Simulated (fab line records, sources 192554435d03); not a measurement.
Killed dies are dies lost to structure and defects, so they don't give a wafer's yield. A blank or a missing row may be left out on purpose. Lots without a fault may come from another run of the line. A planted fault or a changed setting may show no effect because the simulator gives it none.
A struck lot beside a sound one | flow n5_finfet | 39 steps out of a route of 1938
Sound: wafers L244.2, L244.3, L244.5. Struck: wafers L236.1, L236.2, L236.6. The cause comes at the end.
At each step with rows: each side's tool, then ch and its chambers, then its first start. Under that, the readings that differ: sound wafers | struck wafers | difference of the means | sigmas: that difference in standard deviations of wafers without a fault.
alike: readings whose means differ by less than 2 such deviations, and words and numbers that are the same on both sides. not compared: withheld readings, readings that some wafer has no value for, bounds like >300 that may hide the same value, and numbers for which the record gives no deviation and whose values overlap.
The two part at a step that has a row with sigmas, a row that says differs or no value, or rows on one side only. Numbers that don't overlap but have no deviation are shown without sigmas and don't part them. A reading that every wafer of one side lacks parts them only if that side has two wafers or more.

first, 9 steps without rows for these wafers: N5_PMOS_HMC_CHANNEL_EPI_SRD_39 (time 30 s); N5_PMOS_HMC_CHANNEL_EPI_CMP_21 (polishes SiGe30, target thk 54 nm); N5_PMOS_HMC_CHANNEL_EPI_PRECLEAN_40 (cleans in DHF, time 30 s); N5_PMOS_HMC_CHANNEL_EPI_PRECLEAN_37 (cleans in O3/DIW, time 45 s); N5_PMOS_HMC_CHANNEL_EPI_PRECLEAN_24 (cleans in DHF, time 30 s); N5_PMOS_HMC_CHANNEL_EPI_SRD_25 (time 30 s); N5_PMOS_HMC_CHANNEL_EPI_EPI_26 (deposits Si from SiH4/H2, target thk 3.8 nm, time 22.7 s); N5_FIN_SAQP_PRECLEAN_42 (cleans in O3/DIW, time 60 s); N5_FIN_SAQP_PRECLEAN_00 (cleans in SC1, time 60 s).
N5_FIN_SAQP_PRECLEAN_44: cleans in SC2, time 45 s.
  sound on wet_bench-02 ch 1,4,5, day 7 08:46; struck on wet_bench-04 ch 4,6,7, day 5 10:02
then, 16 steps without rows for these wafers: N5_FIN_SAQP_SRD_01 (time 30 s); N5_FIN_SAQP_ALD_61 (deposits SiO2, target thk 4 nm, pulse time 1 s, purge time 2 s); N5_FIN_SAQP_DENSIFY_62 (time 60 s); N5_FIN_SAQP_HM_DEP_03 (deposits SiNx from SiH4/NH3/N2, target thk 38 nm, time 33.6 s); N5_FIN_SAQP_PECVD_47 (deposits a-Si from SiH4/He, target thk 45 nm, time 36.3 s); N5_FIN_SAQP_PECVD_48 (deposits SiNx from SiH4/NH3/N2, target thk 25 nm, time 22.1 s); N5_FIN_SAQP_PECVD_06 (deposits a-Si from SiH4/He, target thk 60 nm, time 48.1 s); N5_FIN_SAQP_HM_DEP_72 (deposits SiO2 from SiH4/N2O, target thk 12 nm, time 7.2 s); N5_FIN_SAQP_COAT_49 (time 60 s, resist thk 100 nm); N5_FIN_SAQP_COAT_50 (time 60 s, resist thk 35 nm); N5_FIN_SAQP_COAT_10 (resist thk 90 nm); N5_FIN_SAQP_EBR_12; N5_FIN_SAQP_SOFTBAKE_11 (time 60 s); N5_FIN_SAQP_EXPOSE_13 (exposes mask FIN CORE, target cd 35.6 nm); N5_FIN_SAQP_PEB_14 (peb time 60 s); N5_FIN_SAQP_DEVELOP_15 (develop time 30 s).
N5_FIN_SAQP_INSPECT_18: inspects for defects (brightfield).
  sound on defect_inspect-01, day 7 11:19; struck on defect_inspect-01, day 5 12:29
  reading          | sound       | struck      | difference | sigmas
  raw_defect_count | 416 306 367 | 791 909 764 | +458       | +4
then, 8 steps without rows for these wafers: N5_FIN_SAQP_DESCUM_21 (chemistry O2, time 7.9 s); N5_FIN_SAQP_ETCH_51 (etches SiARC in CF4, target depth 45.5 nm, time 75.8 s); N5_FIN_SAQP_ETCH_52 (etches SOC in N2/H2, target depth 100 nm, overetch 20 nm, time 150 s); N5_FIN_SAQP_STRIP_53 (strips in N2/H2); N5_FIN_SAQP_HM_OPEN_73 (chemistry CHF3/O2, target SiO2, stops on a-Si, target depth 12 nm, time 16.8 s); N5_FIN_SAQP_STRIP_74 (strips in CHF3/O2); N5_FIN_SAQP_MANDREL_ETCH_22 (etches a-Si in HBr/Cl2, stops on SiNx, target depth 60 nm, bt time 10 s, time 30 s); N5_FIN_SAQP_STRIP_55 (strips in N2/H2).
N5_FIN_SAQP_INSPECT_40: inspects for defects (brightfield).
  sound on defect_inspect-01, day 7 18:05; struck on defect_inspect-02, day 5 18:02
  reading          | sound       | struck      | difference | sigmas
  raw_defect_count | 293 239 219 | 622 655 618 | +381       | +6
N5_FIN_CUT_INSPECT_10: inspects for defects (brightfield).
  sound on defect_inspect-02, day 7 18:37; struck on defect_inspect-02, day 5 18:25
  reading          | sound    | struck      | difference | sigmas
  raw_defect_count | 53 41 42 | 500 508 466 | +446       | +37
N5_FIN_CUT_INSPECT_17: inspects for defects (brightfield).
  sound on defect_inspect-02, day 7 19:40; struck on defect_inspect-01, day 5 19:29
  reading          | sound       | struck      | difference | sigmas
  raw_defect_count | 283 239 222 | 671 668 665 | +420       | +7
-- the record jumps here: 10 days lie between the struck wafers' starts before and after (it left off in module FIN_CUT and takes up again in module PASSIVATION, whose first step shown is number 1936 of the route) --
N5_PASSIVATION_PROBE_49:
  sound on prober-01, day 18 16:44; struck on prober-02, day 16 01:16
  reading             | sound       | struck      | difference | sigmas
  killed_at_front_end | 32 34 34    | 126 163 167 | +119       | +9
  killed_dies         | 109 103 112 | 186 233 243 | +113       | +6
  killed_on_rim       | 6 11 14     | 35 34 35    | +24        | +6
  alike: killed_at_M0_to_M3, killed_at_M4_up, killed_at_contacts, killed_at_other, killed_open, killed_short

WHERE THEY PART
First at N5_FIN_SAQP_INSPECT_18; last, within this record, at N5_PASSIVATION_PROBE_49.

WHY: what the simulator had put in
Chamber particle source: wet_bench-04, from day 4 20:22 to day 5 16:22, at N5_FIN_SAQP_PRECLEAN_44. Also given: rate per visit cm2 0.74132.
